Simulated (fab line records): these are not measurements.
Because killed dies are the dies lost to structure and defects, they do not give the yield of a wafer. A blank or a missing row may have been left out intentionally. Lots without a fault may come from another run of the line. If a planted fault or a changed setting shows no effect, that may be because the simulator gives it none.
One fault seen from 3 desks + flow n5 finfet + what lay behind the numbers comes last; until then each desk has only its own

## THE DEFECT DESK
For each lot, the counts of the inspections along the route, averaged over the sampled wafers that have a number. If a lot's mean is further than 4 standard deviations from the usual mean, the lot is out of limits and carries the mark OUT (the distance appears in the brackets).
Columns: A = raw defect count at N5_SD_EPI_N_INSPECT_26, usual 206; B = raw defect count at N5_SD_EPI_P_INSPECT_11, usual 2.0
| lot  | first seen here | A   | B   |
|------|-----------------|-----|-----|
| L859 | day 3 16:23     | 204 | 2.7 |
| L868 | day 6 01:19     | 209 | 1.7 |
| L874 | day 7 11:05     | 172 | 2.0 |
| L877 | day 8 09:49     | 182 | 1.0 |
| L878 | day 8 10:43     | 180 | 1.5 |
| L879 | day 8 18:05     | 195 | 1.7 |
| L880 | day 8 23:11     | 207 | 3.0 |
Finding of this desk: none of the 7 lots has anything out of limits.

## AT THE TOOL OWNER'S DESK: rie diel-04
The tool's own readings at N5_SD_EPI_P_DESCUM_14 (chemistry O2, time 7.9 s): means of the sampled wafers that have a number, for each lot that ran on this tool. If a lot's mean is further than 4 standard deviations from the usual mean, the lot is out of limits and carries the mark OUT (the distance appears in the brackets).
Columns: A = bias power w at N5_SD_EPI_P_DESCUM_14, usual 20.01 W; B = drypump motor current A at N5_SD_EPI_P_DESCUM_14, usual 5.8 A; C = oes product au at N5_SD_EPI_P_DESCUM_14, usual 0.78 a.u.; D = rf fwd power W at N5_SD_EPI_P_DESCUM_14, usual 49.37 W; E = rf vpp V at N5_SD_EPI_P_DESCUM_14, usual 243.5 V; F = showerhead plenum p Torr at N5_SD_EPI_P_DESCUM_14, usual 2.11 Torr; G = throttle valve pct at N5_SD_EPI_P_DESCUM_14, usual 20.5 %
| lot  | first seen here | A     | B   | C    | D     | E     | F    | G    |
|------|-----------------|-------|-----|------|-------|-------|------|------|
| L859 | day 3 16:45     | 20.01 | 5.8 | 0.74 | 49.41 | 243.5 | 2.12 | 20.5 |
| L874 | day 7 12:00     | 20.02 | 5.9 | 0.69 | 49.53 | 243.9 | 2.11 | 20.7 |
| L877 | day 8 10:19     | 19.98 | 5.5 | 0.74 | 49.43 | 243.9 | 2.13 | 20.4 |
| L878 | day 8 11:23     | 20.05 | 5.5 | 0.80 | 49.42 | 243.1 | 2.06 | 20.4 |
Finding of this desk: none of the 4 lots has anything out of limits.

## AT THE METROLOGY DESK
Lot by lot, what the gauges showed, no matter which tool ran the lot: averages of those sampled wafers that carry a number. If a lot's mean is further than 4 standard deviations from the usual mean, the lot is out of limits and carries the mark OUT (the distance appears in the brackets). 7 of its 12 readings are shown, namely those furthest out on some lot.
Columns: A = cd nm at N5_SD_EPI_P_CD_MEAS_09, usual 239.9 nm; B = DIBL_N at N5_BEOL_M4_RC_MEAS_101, usual 36.5 mV/V; C = IOFF_N at N5_BEOL_M4_RC_MEAS_101, usual 0.163 nA/um; D = IOFF_P at N5_BEOL_M4_RC_MEAS_101, usual 0.219 nA/um; E = ION_N at N5_BEOL_M4_RC_MEAS_101, usual 675 uA/um; F = ION_P at N5_BEOL_M4_RC_MEAS_101, usual 464 uA/um; G = VT_P at N5_BEOL_M4_RC_MEAS_101, usual -250 mV
| lot  | first seen here | A     | B    | C     | D     | E   | F   | G    |
|------|-----------------|-------|------|-------|-------|-----|-----|------|
| L859 | day 3 16:40     | 241.2 | 35.3 | 0.149 | 0.185 | 667 | 456 | -253 |
| L868 | day 6 01:43     | 239.1 | 37.2 | 0.196 | 0.278 | 688 | 476 | -243 |
| L874 | day 7 11:27     | 239.5 | 36.9 | 0.181 | 0.242 | 686 | 469 | -246 |
| L877 | day 8 10:13     | 241.6 | 38.0 | 0.169 | 0.234 | 676 | 466 | -248 |
| L878 | day 8 11:07     | 240.4 | 34.5 | 0.134 | 0.168 | 662 | 455 | -254 |
| L879 | day 8 18:29     | 240.5 | 34.0 | 0.136 | 0.197 | 674 | 468 | -251 |
| L880 | day 8 23:35     | 239.4 | 35.5 | 0.139 | 0.207 | 673 | 468 | -249 |
Finding of this desk: none of the 7 lots has anything out of limits.

## PUT TOGETHER
No out-of-limits result turned up at the defect desk.
The tool owner's desk saw nothing out of limits.
The metrology desk saw nothing out of limits.

## WHAT THE SIMULATOR HAD PUT IN
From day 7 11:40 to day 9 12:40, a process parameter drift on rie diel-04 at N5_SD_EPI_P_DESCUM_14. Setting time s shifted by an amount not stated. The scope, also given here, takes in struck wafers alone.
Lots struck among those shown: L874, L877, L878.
